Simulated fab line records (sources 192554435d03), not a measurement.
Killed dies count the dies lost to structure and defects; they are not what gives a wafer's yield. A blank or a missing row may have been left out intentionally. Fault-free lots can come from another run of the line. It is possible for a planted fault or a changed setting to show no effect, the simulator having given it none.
A lot that was struck, set against a sound lot || flow n5_finfet || 37 out of 1938 route steps
Sound: the wafers L743.1, L743.2, L743.3. The struck wafers were L732.1, L732.2, L732.6. The cause comes at the end.
Each step with rows lists, per side, the tool, then ch with its chambers, then its first start. Under that, the readings that differ: sound wafers || struck wafers || difference of the means || sigmas: that difference in standard deviations of wafers without a fault.
alike: readings whose means differ by less than 2 such deviations, and words and numbers that are the same on both sides. not compared: withheld readings, readings that some wafer has no value for, bounds like >300 that may hide the same value, and numbers for which the record gives no deviation and whose values overlap.
A row with sigmas, a row that says differs or no value, or rows on one side alone: a step with any of these is where the two part. Numbers that have no deviation but don't overlap get no sigmas and don't part them. A reading missing from all wafers of one side parts the sides only when that side holds two or more wafers.

first, 9 steps without rows for these wafers: N5_STI_FIN_REVEAL_STRIP_35 (strips Si3N4 in H3PO4, target depth 4 nm, time 39 s); N5_STI_FIN_REVEAL_SRD_21 (time 30 s); N5_STI_FIN_REVEAL_OXIDATION_33 (chemistry O2 PLASMA REMOTE, time 20 s); N5_STI_FIN_REVEAL_CLEAN_19 (cleans in O3/DIW, time 120 s); N5_STI_FIN_REVEAL_SRD_23 (time 30 s); N5_STI_FIN_REVEAL_PRECLEAN_18 (cleans in SC2, time 45 s); N5_STI_FIN_REVEAL_SRD_28 (time 30 s); N5_DUMMY_GATE_PRECLEAN_00 (cleans in O3/DIW, time 60 s); N5_DUMMY_GATE_SRD_01 (time 30 s).
N5_DUMMY_GATE_ALD_02: deposits SiO2, target thk 2 nm, pulse time 1 s.
  sound on ald_sin-04 ch 0,1,2, day 8 06:35; struck on ald_sin-01 ch 0,1,2, day 5 13:23
{"reading": "model.SiO2_of_DUMMY_GATE_ALD_02.thk_nm (nm)", "sound": "2 2 2", "struck": "2.4 2.4 2.4", "difference": "+0.4", "sigmas": ""}
  alike: heater_power_outer_w, heater_power_w, precursor_pulse_height_rel
then, 24 steps without rows for these wafers: N5_DUMMY_GATE_CVD_03 (deposits a-Si from SiH4, target thk 150 nm, time 8042 s); N5_DUMMY_GATE_PRECLEAN_46 (cleans in DIW, time 89.5 s); N5_DUMMY_GATE_SRD_47 (dry time 32 s); N5_DUMMY_GATE_CMP_04 (polishes a-Si); N5_DUMMY_GATE_HM_DEP_06 (deposits SiNx from DCS/NH3, target thk 80 nm, time 5141 s); N5_DUMMY_GATE_PECVD_30 (deposits SiO2 from TEOS/O2, target thk 55 nm, time 10.8 s); N5_DUMMY_GATE_COAT_34 (time 60 s, resist thk 60 nm); N5_DUMMY_GATE_COAT_35 (time 60 s, resist thk 10 nm); N5_DUMMY_GATE_COAT_28 (time 60 s, resist thk 10 nm); N5_DUMMY_GATE_COAT_09 (resist thk 30 nm); N5_DUMMY_GATE_EBR_11; N5_DUMMY_GATE_SOFTBAKE_10 (time 60 s); N5_DUMMY_GATE_EXPOSE_12 (exposes mask GATE, target cd 25 nm); N5_DUMMY_GATE_PEB_13 (peb time 60 s); N5_DUMMY_GATE_DEVELOP_14 (develop time 30 s); N5_DUMMY_GATE_DESCUM_20 (chemistry O2, time 6.2 s); N5_DUMMY_GATE_ETCH_29 (etches underlayer in N2/H2, target depth 13 nm); N5_DUMMY_GATE_ETCH_36 (etches SiARC in CF4, target depth 13 nm); N5_DUMMY_GATE_ETCH_37 (etches SOC in N2/H2, target depth 60 nm, overetch 30 nm); N5_DUMMY_GATE_STRIP_38 (strips in N2/H2); N5_DUMMY_GATE_STRIP_39 (strips in N2/H2); N5_DUMMY_GATE_TRIM_49 (chemistry O2, time 29 s, target cd 14 nm); N5_DUMMY_GATE_STRIP_40 (strips in CF4); N5_DUMMY_GATE_ETCH_31 (etches SiO2 in C4F6/O2, target depth 82.5 nm, time 27.5 s).
N5_DUMMY_GATE_ETCH_44: etches poly-Si in HBr/O2, stops on SiO2, target depth 127.5 nm.
  sound on rie_si-02 ch 1,2,3, day 8 16:12; struck on rie_si-02 ch 0,3, day 5 22:49
{"reading": "model.SiO2_of_DUMMY_GATE_ALD_02.thk_nm (nm)", "sound": "2 2 2", "struck": "2.4 2.4 2.4", "difference": "+0.4", "sigmas": ""}
  alike: drypump_motor_current_A, he_backside_leak_sccm, oes_product_au, rf_fwd_power_W, throttle_valve_pct
  not compared: rf_hours_counter_h
-- record jumps: 5 days separate the struck wafers' starts on either side; left off in module DUMMY_GATE, taken up again in module BEOL_M4, whose first shown step is the route's number 1111 --
N5_BEOL_M4_RC_MEAS_101:
  sound on prober-01 ch 0, day 13 21:26; struck on prober-01 ch 0, day 11 01:11
{"reading": "ION_N (uA/um)", "sound": "677 667 674", "struck": "654 663 644", "difference": -19, "sigmas": -2}
{"reading": "ION_P (uA/um)", "sound": "469 460 467", "struck": "451 450 448", "difference": -16, "sigmas": -3}
  alike: DIBL_N, DIBL_P, IOFF_N, IOFF_P, SS_N, SS_P, VT_N, VT_P
-- a jump in the record: the struck wafers' starts before and after are 4 days apart (it breaks off in module BEOL_M4 and resumes in module PASSIVATION, where the first step shown is number 1936 of the route) --
N5_PASSIVATION_PROBE_49:
  sound: prober-01 at day 18 13:15; struck: prober-01 at day 15 03:13
  alike: defect_limited_yield, killed_at_M0_to_M3, killed_at_M4_up, killed_at_contacts, killed_at_front_end, killed_at_other, killed_dies, killed_open, killed_short, sort_bin_5_function, sort_bin_6_memory, sort_n_pass, sort_yield_pct

== WHERE THEY PART ==
N5_BEOL_M4_RC_MEAS_101 only, going by this record. Later steps at which nothing parts them and some readings are alike: N5_PASSIVATION_PROBE_49.

WHY: whatever the simulator had introduced
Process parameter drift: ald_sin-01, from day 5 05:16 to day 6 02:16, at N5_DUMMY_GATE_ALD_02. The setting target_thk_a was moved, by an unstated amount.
